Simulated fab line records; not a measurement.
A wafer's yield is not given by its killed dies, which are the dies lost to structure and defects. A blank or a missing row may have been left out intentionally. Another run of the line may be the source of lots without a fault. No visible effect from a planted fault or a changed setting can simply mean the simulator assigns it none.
fab line records -- flow n5_finfet
record: lots: 11, wafers: 27, last_day: 17
route steps=1938 shown MOL_CONTACT_COAG@618 BEOL_M0_SAQP@632 BEOL_M4@1111 PASSIVATION@1936
lots that met no fault: taken from a fault-free run of the same line
start_h: start of the lot's first displayed wafer, in hours after the record's first day -- wait_h: hours elapsed since this lot's preceding step -- " unchanged from the row above -- L1.1+2: a single row standing in for several wafers -- - no value, or no start was given -- * or withheld: withheld -- < > ~ a bound
route shown NAME@n: names a module that has steps shown in the file, with the first one's number in the route -- usual: the fault-free wafers' mean and standard deviation -- same: alike in all rows -- chamber/n: place in a boat -- sites: the reading at each site -- _std_site: the values' standard deviation -- _edge_site: the outer-site mean with the inner-site mean subtracted -- radius_mm: for every site, how far away it sits from the centre of the wafer -- mask NAME#n: copy n -- behind: the tool/chamber that last shaped the wafer -- hold: why the lot was held/for how many hours/how that ended -- device: the transistor (n, p or np) that didn't switch -- end of line: the tests these same wafers got at the end of their route -- for a step that has no rows: nothing shown but its recipe -- killed: not the wafer's yield, but the dies lost to structure and defects at the first sort -- map: shows each die of a wafer: x if killed, . if not, _ if none is there
set.NAME: the setting that was run; set.NAME@STEP: the one run at that earlier step -- model.NAME: the simulator's own value behind a step, which no gauge read
route steps across a sampled set of lots; one table per step, one row per wafer
services: from which hour (start_h, from the record's first day; less than 0 if before it) a tool's chamber was out of use, for how many hours, and why
== steps ==
step: N5_MOL_CONTACT_COAG_STRIP_72
recipe: chemistry: N2/H2, power_w: 450, temp_c: 40, pressure_mtorr: 20, rf_frequency_hz: 6e+07, overash_fraction: 3, bias_power_w: 7, h2_frac: 0.5, n2_flow_sccm: 200, h2_flow_sccm: 200
usual: drypump_motor_current_A: 5.6/0.48, n2_flow_sccm: 200.0/0.68, oes_product_au: 0.78/0.1, power_w: 449.9/1.4, rf_vpp_V: 59.1/1.9, showerhead_plenum_p_Torr: 2.58/0.078, throttle_valve_pct: 23.7/0.32
lot.wafer,tool,chamber,start_h,wait_h,drypump_motor_current_A,n2_flow_sccm,oes_product_au,power_w,rf_hours_counter_h,rf_vpp_V,showerhead_plenum_p_Torr,throttle_valve_pct
L623.2,rie_diel-04,3,115.35,0.0,5.4,199.7,0.69,452.2,241,63.0,2.48,23.3
L623.4,rie_diel-04,1,115.35,0.0,5.1,200.3,0.70,452.8,-,58.4,2.61,23.8
L624.2,rie_diel-05,0,122.62,0.0,6.1,199.4,0.77,446.8,173,63.1,2.64,23.2
L624.3,rie_diel-05,3,122.62,0.0,5.6,199.8,0.67,447.9,247,57.4,2.41,24.2
L626.1,rie_diel-04,3,128.30,0.0,5.4,200.6,0.68,452.1,248,57.5,2.48,23.3
L626.2,rie_diel-04,1,128.30,0.0,5.1,199.1,0.69,447.5,210,61.4,2.61,23.9
L626.3,rie_diel-04,2,128.30,0.0,4.8,200.6,0.70,449.6,219,61.2,2.61,24.2
L629.1,rie_diel-05,1,150.00,0.0,5.2,200.2,0.71,450.8,240,56.0,2.61,24.0
L629.3,rie_diel-05,0,150.00,0.0,6.1,200.0,0.76,450.3,184,58.9,2.64,23.3
L631.3,rie_diel-04,0,162.22,0.0,5.9,200.5,0.96,451.8,6,63.2,2.51,23.6
L631.6,rie_diel-04,1,162.22,0.0,5.1,201.0,0.65,449.3,-,60.9,2.60,23.9
L632.1,rie_diel-06,3,166.03,0.0,5.8,198.8,0.73,449.2,186,62.1,2.52,23.9
L632.2,rie_diel-06,2,166.03,0.0,6.1,200.6,0.74,449.4,164,61.8,2.68,23.5
L632.6,rie_diel-06,3,166.03,0.0,5.8,199.1,0.74,450.7,-,58.1,2.53,23.9
L633.1,rie_diel-05,0,176.42,0.0,6.1,199.7,0.75,450.9,192,60.9,2.63,23.3
L633.5,rie_diel-05,3,176.42,0.0,5.6,199.9,0.92,448.3,-,59.7,2.73,23.9
L635.5,rie_diel-04,1,184.71,0.0,5.1,199.7,0.68,451.1,-,53.9,2.60,23.9
L635.6,rie_diel-04,0,184.71,0.0,6.0,200.7,0.94,448.5,-,61.9,2.51,23.6
L639.1,rie_diel-04,2,208.20,0.0,4.8,200.9,0.69,447.4,249,58.6,2.60,24.3
L639.2,rie_diel-04,3,208.20,0.0,5.4,199.6,0.93,448.2,13,59.8,2.47,23.1
L639.3,rie_diel-04,1,208.20,0.0,5.1,200.4,0.67,449.4,242,62.3,2.59,23.9
L641.2,rie_diel-05,3,222.08,0.0,5.6,199.0,0.86,451.0,27,60.2,2.72,23.9
L641.3,rie_diel-05,0,222.08,0.0,6.1,199.0,0.73,449.5,210,63.0,2.63,23.3
L641.5,rie_diel-05,3,222.08,0.0,5.6,200.9,0.88,448.1,-,56.4,2.72,23.9
L644.1,rie_diel-04,2,239.39,0.0,4.8,199.2,1.00,450.0,0,59.2,2.60,23.8
L644.3,rie_diel-04,3,239.39,0.0,5.4,199.4,0.92,450.3,27,53.9,2.46,23.1
L644.6,rie_diel-04,2,239.39,0.0,4.8,199.3,0.99,451.1,-,59.7,2.60,23.8
step: N5_BEOL_M0_SAQP_PECVD_00
recipe: material: SiCN, target_thk_a: 80, temp_c: withheld, precursor: 3MS/NH3, pressure_torr: 3, rf_w: 202, time_s: 14
usual: chamber_pressure_Torr: 3.000/0.0065, showerhead_plenum_p_Torr: 3.668/0.014, throttle_valve_pct: 9.0/0.55
lot.wafer,tool,chamber,start_h,wait_h,chamber_pressure_Torr,showerhead_plenum_p_Torr,throttle_valve_pct
L623.2,pecvd-02,2,119.71,0.2,2.994,3.675,8.8
L623.4,pecvd-02,1,119.71,0.2,2.999,3.680,9.1
L624.2,pecvd-03,1,127.01,0.2,3.003,3.661,8.8
L624.3,pecvd-03,2,127.01,0.2,3.007,3.662,8.7
L626.1,pecvd-03,1,133.01,0.2,2.999,3.656,8.9
L626.2,pecvd-03,2,133.01,0.2,3.008,3.657,9.0
L626.3,pecvd-03,0,133.01,0.2,2.999,3.651,8.9
L629.1,pecvd-03,2,154.37,0.2,2.995,3.657,8.8
L629.3,pecvd-03,1,154.37,0.2,3.005,3.649,9.2
L631.3,pecvd-02,1,166.91,0.1,3.010,3.680,9.0
L631.6,pecvd-02,0,166.91,0.1,3.009,3.671,9.8
L632.1,pecvd-04,1,170.38,0.2,2.999,3.688,9.5
L632.2,pecvd-04,2,170.38,0.2,3.006,3.661,8.0
L632.6,pecvd-04,2,170.38,0.2,3.008,3.667,7.7
L633.1,pecvd-04,0,181.11,0.2,2.998,3.678,8.8
L633.5,pecvd-04,2,181.11,0.2,3.000,3.660,7.8
L635.5,pecvd-04,1,189.07,0.1,3.009,3.700,9.6
L635.6,pecvd-04,0,189.07,0.1,2.996,3.682,8.6
L639.1,pecvd-02,0,212.88,0.2,2.997,3.662,10.0
L639.2,pecvd-02,2,212.88,0.2,2.985,3.663,8.7
L639.3,pecvd-02,1,212.88,0.2,3.000,3.677,9.1
L641.2,pecvd-03,2,226.52,0.2,2.998,3.657,8.9
L641.3,pecvd-03,1,226.52,0.2,3.002,3.654,8.9
L641.5,pecvd-03,1,226.52,0.2,2.998,3.645,8.9
L644.1,pecvd-04,1,243.79,0.2,3.002,3.693,9.5
L644.3,pecvd-04,2,243.79,0.2,3.007,3.660,8.0
L644.6,pecvd-04,1,243.79,0.2,3.000,3.691,9.8
step: N5_BEOL_M0_SAQP_ILD_DEP_01
recipe: material: SiOC, target_thk_a: 454.19, temp_c: 350, precursor: DEMS/O2, pressure_torr: 5, rf_w: 500, time_s: 8.7
usual: chamber_pressure_Torr: 5.000/0.011, heater_power_w: 486/54, showerhead_plenum_p_Torr: 5.697/0.016, throttle_valve_pct: 11.8/0.68
lot.wafer,tool,chamber,start_h,wait_h,chamber_pressure_Torr,heater_power_w,showerhead_plenum_p_Torr,throttle_valve_pct
L623.2,pecvd-02,2,119.73,0.0,5.001,476,5.691,11.7
L623.4,pecvd-02,1,119.73,0.0,4.985,451,5.712,11.9
L624.2,pecvd-03,1,127.04,0.0,5.000,456,5.681,11.6
L624.3,pecvd-03,2,127.04,0.0,4.986,583,5.679,11.3
L626.1,pecvd-03,1,133.04,0.0,5.001,444,5.693,11.6
L626.2,pecvd-03,2,133.04,0.0,4.996,562,5.703,11.7
L626.3,pecvd-03,0,133.04,0.0,5.004,487,5.669,11.9
L629.1,pecvd-03,2,154.39,0.0,4.994,581,5.698,11.7
L629.3,pecvd-03,1,154.39,0.0,4.995,435,5.663,11.5
L631.3,pecvd-02,1,166.93,0.0,4.967,469,5.710,12.0
L631.6,pecvd-02,0,166.93,0.0,5.001,432,5.690,13.2
L632.1,pecvd-04,1,170.41,0.0,5.009,544,5.719,12.5
L632.2,pecvd-04,2,170.41,0.0,5.004,554,5.705,10.7
L632.6,pecvd-04,2,170.41,0.0,5.001,564,5.691,10.5
L633.1,pecvd-04,0,181.13,0.0,5.021,507,5.711,11.0
L633.5,pecvd-04,2,181.13,0.0,4.991,558,5.692,10.7
L635.5,pecvd-04,1,189.10,0.0,5.032,542,5.724,12.3
L635.6,pecvd-04,0,189.10,0.0,4.990,492,5.706,11.2
L639.1,pecvd-02,0,212.91,0.0,5.008,473,5.706,12.9
L639.2,pecvd-02,2,212.91,0.0,4.993,425,5.694,11.6
L639.3,pecvd-02,1,212.91,0.0,4.985,522,5.705,12.1
L641.2,pecvd-03,2,226.55,0.0,5.024,564,5.683,11.5
L641.3,pecvd-03,1,226.55,0.0,4.997,467,5.676,11.7
L641.5,pecvd-03,1,226.55,0.0,4.984,466,5.684,11.4
L644.1,pecvd-04,1,243.81,0.0,5.004,539,5.719,12.2
L644.3,pecvd-04,2,243.81,0.0,5.010,539,5.672,10.5
L644.6,pecvd-04,1,243.81,0.0,4.988,537,5.724,12.2
step: N5_BEOL_M0_SAQP_COAT_08
recipe: resist: CAR-ArF, spin_rpm: 1500, resist_thk_nm: 90
usual: spin_speed_rpm: 1499.7/0.8
lot.wafer,tool,chamber,start_h,wait_h,spin_speed_rpm
L623.2,litho_track-03,0,120.54,-,1499.5
L623.4,litho_track-03,0,120.54,-,1499.3
L624.2,litho_track-04,0,127.84,-,1500.3
L624.3,litho_track-04,0,127.84,-,1500.9
L626.1,litho_track-05,0,134.10,-,1499.6
L626.2,litho_track-05,0,134.10,-,1500.4
L626.3,litho_track-05,0,134.10,-,1499.4
L629.1,litho_track-05,0,156.27,-,1499.9
L629.3,litho_track-05,0,156.27,-,1501.2
L631.3,litho_track-03,0,169.68,-,1499.2
L631.6,litho_track-03,0,169.68,-,1498.1
L632.1,litho_track-05,0,174.65,-,1499.4
L632.2,litho_track-05,0,174.65,-,1498.5
L632.6,litho_track-05,0,174.65,-,1499.6
L633.1,litho_track-03,0,183.29,-,1500.7
L633.5,litho_track-03,0,183.29,-,1501.0
L635.5,litho_track-03,0,190.00,-,1500.7
L635.6,litho_track-03,0,190.00,-,1500.2
L639.1,litho_track-03,0,215.40,-,1499.1
L639.2,litho_track-03,0,215.40,-,1500.9
L639.3,litho_track-03,0,215.40,-,1500.6
L641.2,litho_track-05,0,227.96,-,1616.0
L641.3,litho_track-05,0,227.96,-,1615.9
L641.5,litho_track-05,0,227.96,-,1616.7
L644.1,litho_track-05,0,244.32,-,1617.4
L644.3,litho_track-05,0,244.32,-,1617.4
L644.6,litho_track-05,0,244.32,-,1616.7
step: N5_BEOL_M4_RC_MEAS_101
usual: DIBL_N: 37.5/2, DIBL_P: 37.5/2.5, IOFF_N: 0.18/0.042, IOFF_P: 0.24/0.046, ION_N: 677/15, ION_P: 464/9.5, SS_N: 72.0/0.76, SS_P: 73.6/0.79, VT_N: 249/3.5, VT_P: -249/3.2
lot.wafer,tool,chamber,start_h,wait_h,DIBL_N[mV/V],DIBL_P[mV/V],IOFF_N[nA/um],IOFF_P[nA/um],ION_N[uA/um],ION_P[uA/um],SS_N[mV/dec],SS_P[mV/dec],VT_N[mV],VT_P[mV]
L623.2,prober-01,0,173.71,0.2,34.7,34.3,0.14,0.18,698,476,71.2,72.8,254,-251
L623.4,prober-01,0,173.71,0.2,38.8,37.2,0.21,0.21,670,459,73.5,73.6,247,-253
L624.2,prober-01,0,181.31,0.2,36.9,37.5,0.16,0.20,657,451,72.8,73.8,251,-256
L624.3,prober-01,0,181.31,0.2,37.5,39.2,0.18,0.23,670,455,72.1,74.4,249,-250
L626.1,prober-01,0,195.03,0.0,34.2,34.4,0.15,0.18,682,471,72.3,73.2,253,-254
L626.2,prober-01,0,195.03,0.0,36.0,37.9,0.18,0.24,670,457,72.0,73.3,247,-249
L626.3,prober-01,0,195.03,0.0,36.8,38.0,0.20,0.23,687,464,72.0,74.3,247,-251
L629.1,prober-02,0,216.10,0.0,34.7,33.6,0.12,0.16,657,454,70.5,71.5,257,-252
L629.3,prober-02,0,216.10,0.0,42.7,45.1,0.30,0.38,694,473,73.4,75.7,243,-241
L631.3,prober-01,0,225.20,0.3,33.9,33.9,0.13,0.18,653,454,71.4,73.0,253,-251
L631.6,prober-01,0,225.20,0.3,38.4,39.7,0.24,0.28,680,467,72.7,75.1,249,-246
L632.1,prober-01,0,228.21,0.0,37.1,40.3,0.19,0.27,658,446,71.9,74.3,250,-252
L632.2,prober-01,0,228.21,0.0,37.0,38.0,0.19,0.20,665,449,73.0,72.5,248,-252
L632.6,prober-01,0,228.21,0.0,36.0,37.7,0.15,0.20,654,446,72.2,72.6,254,-255
L633.1,prober-01,0,244.47,0.0,37.6,36.7,0.15,0.21,672,463,70.9,73.2,251,-249
L633.5,prober-01,0,244.47,0.0,36.7,34.8,0.16,0.19,681,464,71.4,73.0,250,-248
L635.5,prober-02,0,245.34,0.6,39.6,38.8,0.26,0.28,677,460,73.7,73.7,247,-246
L635.6,prober-02,0,245.34,0.6,34.4,33.9,0.14,0.20,685,464,71.8,72.4,250,-251
L639.1,prober-01,0,273.67,0.0,40.8,40.6,0.23,0.29,690,470,72.2,74.2,244,-247
L639.2,prober-01,0,273.67,0.0,38.5,36.9,0.18,0.24,655,457,71.7,73.8,249,-247
L639.3,prober-01,0,273.67,0.0,39.0,38.1,0.19,0.25,664,460,71.6,73.0,249,-247
L641.2,prober-01,0,290.64,0.2,34.4,32.8,0.13,0.20,667,465,71.4,72.4,251,-249
L641.3,prober-01,0,290.64,0.2,42.0,42.2,0.33,0.38,704,485,73.0,74.2,238,-242
L641.5,prober-01,0,290.64,0.2,38.8,37.2,0.20,0.25,686,470,72.1,74.1,248,-247
L644.1,prober-02,0,307.06,0.0,37.1,36.8,0.19,0.20,668,454,72.8,73.0,248,-253
L644.3,prober-02,0,307.06,0.0,35.2,35.5,0.13,0.18,659,452,71.5,73.1,251,-253
L644.6,prober-02,0,307.06,0.0,38.5,38.6,0.20,0.23,673,457,72.3,74.2,248,-249
step: N5_PASSIVATION_PROBE_49
usual: defect_limited_yield: 91.8/1.5, killed_at_M0_to_M3: 33/11, killed_at_M4_up: 13/5, killed_at_contacts: 11/5.6, killed_at_front_end: 36/12, killed_at_other: 3.4/2.5, killed_dies: 97/18, killed_open: 64/13, killed_short: 31/6.9, sort_bin_4_leakage: 0.01/0.048, sort_bin_5_function: 4.8/1, sort_bin_6_memory: 3.1/0.64, sort_bin_8_speed: 0.00/0.014, sort_n_pass: 1083/18, sort_yield_pct: 91.8/1.5
same: gross_dies: 1180, killed_at_back_side: 0
lot.wafer,tool,chamber,start_h,wait_h,defect_limited_yield[%],killed_at_M0_to_M3,killed_at_M4_up,killed_at_contacts,killed_at_front_end,killed_at_other,killed_dies,killed_open,killed_short,sort_bin_4_leakage[%],sort_bin_5_function[%],sort_bin_6_memory[%],sort_bin_8_speed[%],sort_n_pass,sort_yield_pct[%]
L631.6,prober-01,-,325.70,0.3,92.5,19,22,9,37,2,89,64,24,0,4.0,3.4,0,1091,92.5
L632.1,prober-01,-,327.74,0.3,93.8,19,6,21,21,6,73,52,21,0,3.6,2.5,0,1107,93.8
L632.2,prober-01,-,327.79,0.4,91.5,14,20,12,51,3,100,67,32,0,5.4,2.8,0,1080,91.5
L632.6,prober-01,-,327.99,0.6,90.3,38,13,9,46,8,114,77,34,0,6.0,3.2,0,1066,90.3
L633.1,prober-01,-,349.03,0.0,92.5,27,7,13,38,3,88,55,32,0,4.3,2.9,0,1092,92.5
L633.5,prober-01,-,349.23,0.2,93.1,23,17,14,27,1,82,53,25,0,3.6,2.9,0,1098,93.1
L635.5,prober-02,-,355.55,0.2,92.2,31,16,5,39,1,92,54,30,0,4.1,2.8,0,1088,92.2
L635.6,prober-02,-,355.60,0.3,93.3,28,14,3,28,6,79,49,29,0,3.6,2.7,0,1101,93.3
L639.1,prober-01,-,373.95,0.0,90.9,35,16,11,42,3,107,56,43,0,5.4,3.0,0,1073,90.9
L639.2,prober-01,-,374.00,0.1,92.8,36,9,7,31,2,85,39,44,0,3.9,3.0,0,1095,92.8
L639.3,prober-01,-,374.05,0.1,91.4,35,15,4,46,1,101,62,27,0,5.0,2.5,0,1079,91.4
killed by level:class
L631.6 DUMMY_GATE:geometric_particle:open=8 MOL_CONTACT_COAG:geometric_particle:open=8 BEOL_M4:geometric_particle:open=8 FIN_SAQP:geometric_particle:open=7 BEOL_M1:geometric_particle:open=5 BEOL_M3:geometric_particle:open=5 STI_FIN_REVEAL:geometric_particle:open=4 STI_FIN_REVEAL:geometric_particle:short=4
L632.1 MOL_CONTACT_COAG:geometric_particle:open=18 STI_FIN_REVEAL:geometric_particle:open=12 BEOL_M0_SAQP:geometric_particle:short=6 BEOL_M1:geometric_particle:open=6 MOL_CONTACT_COAG:geometric_particle:short=3 BEOL_M0_SAQP:geometric_particle:open=3 STI_FIN_REVEAL:geometric_particle:short=2 ILD0:geometric_particle:short=2
L632.2 STI_FIN_REVEAL:geometric_particle:open=15 FIN_SAQP:geometric_particle:short=13 MOL_CONTACT_COAG:geometric_particle:open=10 FIN_SAQP:geometric_particle:open=9 BEOL_M4:geometric_particle:open=8 DUMMY_GATE:geometric_particle:open=5 BEOL_M1:geometric_particle:open=5 BEOL_M1:geometric_particle:short=4
L632.6 FIN_SAQP:geometric_particle:open=13 FIN_SAQP:geometric_particle:short=11 BEOL_M0_SAQP:geometric_particle:open=8 BEOL_M0:geometric_particle:open=7 BEOL_M1:geometric_particle:open=7 BEOL_M4:geometric_particle:open=7 STI_FIN_REVEAL:geometric_particle:open=6 BEOL_M0_SAQP:geometric_particle:short=6
L633.1 FIN_SAQP:geometric_particle:short=12 MOL_CONTACT_COAG:geometric_particle:open=11 BEOL_M1:geometric_particle:open=7 FIN_SAQP:geometric_particle:open=6 STI_FIN_REVEAL:geometric_particle:open=6 BEOL_M2:geometric_particle:open=6 DUMMY_GATE:geometric_particle:open=4 BEOL_M0_SAQP:geometric_particle:open=4
L633.5 MOL_CONTACT_COAG:geometric_particle:open=11 BEOL_M2:geometric_particle:open=8 DUMMY_GATE:geometric_particle:open=6 BEOL_M0_SAQP:geometric_particle:short=5 BEOL_M4:geometric_particle:open=5 FIN_SAQP:geometric_particle:open=4 BEOL_M8:geometric_particle:open=4 FIN_SAQP:geometric_particle:short=3
L635.5 STI_FIN_REVEAL:geometric_particle:open=11 BEOL_M0_SAQP:geometric_particle:short=7 BEOL_M0_SAQP:geometric_particle:open=7 HKMG_FIN:area_etch=7 MOL_CONTACT_COAG:geometric_particle:open=5 BEOL_M0:geometric_particle:short=5 BEOL_M3:geometric_particle:open=5 FIN_SAQP:geometric_particle:open=4
L635.6 BEOL_M3:geometric_particle:open=7 FIN_SAQP:geometric_particle:open=6 BEOL_M0_SAQP:geometric_particle:short=6 FIN_SAQP:geometric_particle:short=5 BEOL_M0:geometric_particle:open=5 BEOL_M4:geometric_particle:open=5 BEOL_M1:geometric_particle:open=4 STI_FIN_REVEAL:geometric_particle:open=3
L639.1 FIN_SAQP:geometric_particle:short=11 BEOL_M2:geometric_particle:open=9 MOL_CONTACT_COAG:geometric_particle:open=7 BEOL_M0_SAQP:geometric_particle:open=7 BEOL_M0_SAQP:geometric_particle:short=6 HKMG_FIN:area_etch=5 FIN_SAQP:geometric_particle:open=4 STI_FIN_REVEAL:geometric_particle:open=4
L639.2 BEOL_M0_SAQP:geometric_particle:short=12 BEOL_M2:geometric_particle:open=6 FIN_SAQP:geometric_particle:short=5 STI_FIN_REVEAL:geometric_particle:open=4 GATE_CUT:geometric_particle:short=4 MOL_CONTACT_COAG:geometric_particle:open=4 BEOL_M1:geometric_particle:open=4 FIN_SAQP:geometric_particle:open=3
L639.3 BEOL_M0_SAQP:geometric_particle:open=10 FIN_SAQP:geometric_particle:short=10 BEOL_M2:geometric_particle:open=9 HKMG_FIN:area_etch=9 GATE_CUT:geometric_particle:short=6 BEOL_M4:geometric_particle:open=6 STI_FIN_REVEAL:geometric_particle:open=5 ILD0:geometric_particle:open=5
== services ==
tool,chamber,start_h,hours,kind
pecvd-04,-,105.09,5.5,pm
rie_diel-04,0,110.81,-,clean
rie_diel-04,0,110.81,-,consumable_replace:focus_ring
pecvd-03,-,122.85,0.5,repair
pecvd-03,2,133.50,2.1,scheduled_down
pecvd-04,-,137.74,1.3,repair
pecvd-04,2,140.57,11.5,repair
rie_diel-04,3,148.63,-,clean
rie_diel-04,3,148.63,-,consumable_replace:focus_ring
rie_diel-04,3,148.63,22.8,scheduled_down
rie_diel-04,3,148.63,22.8,vent_cycle
pecvd-02,1,152.91,1.9,repair
pecvd-04,-,180.14,0.9,repair
rie_diel-06,0,207.22,4.4,repair
pecvd-04,1,209.48,10.2,repair
rie_diel-04,2,217.90,5.7,repair
pecvd-03,-,221.28,2.8,pm
rie_diel-04,2,223.62,-,clean
rie_diel-04,2,223.62,-,consumable_replace:focus_ring
rie_diel-04,2,223.62,14.5,scheduled_down
rie_diel-04,2,223.62,14.5,vent_cycle
pecvd-02,-,225.45,14.6,pm
rie_diel-05,0,230.90,5.1,repair
rie_diel-04,1,238.23,-,clean
== key ==
first_sign: step: N5_BEOL_M0_SAQP_COAT_08, reading: spin_speed_rpm, direction: up, sigmas: 99+, usual: *, struck: *
effect none on later readings
met_at N5_BEOL_M0_SAQP_COAT_08
struck_lots L641,L644
not_acting_at N5_MOL_CONTACT_COAG_STRIP_72,N5_BEOL_M0_SAQP_PECVD_00,N5_BEOL_M0_SAQP_ILD_DEP_01
onset_between 174.65 227.96
fault: kind: process_parameter_drift, tool: litho_track-05, chamber: -, onset_h: 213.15, steps: N5_BEOL_M0_SAQP_COAT_08, channel: spin_rpm, offset: *, shape: step, end_h: 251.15, acts_in: *, stated: *
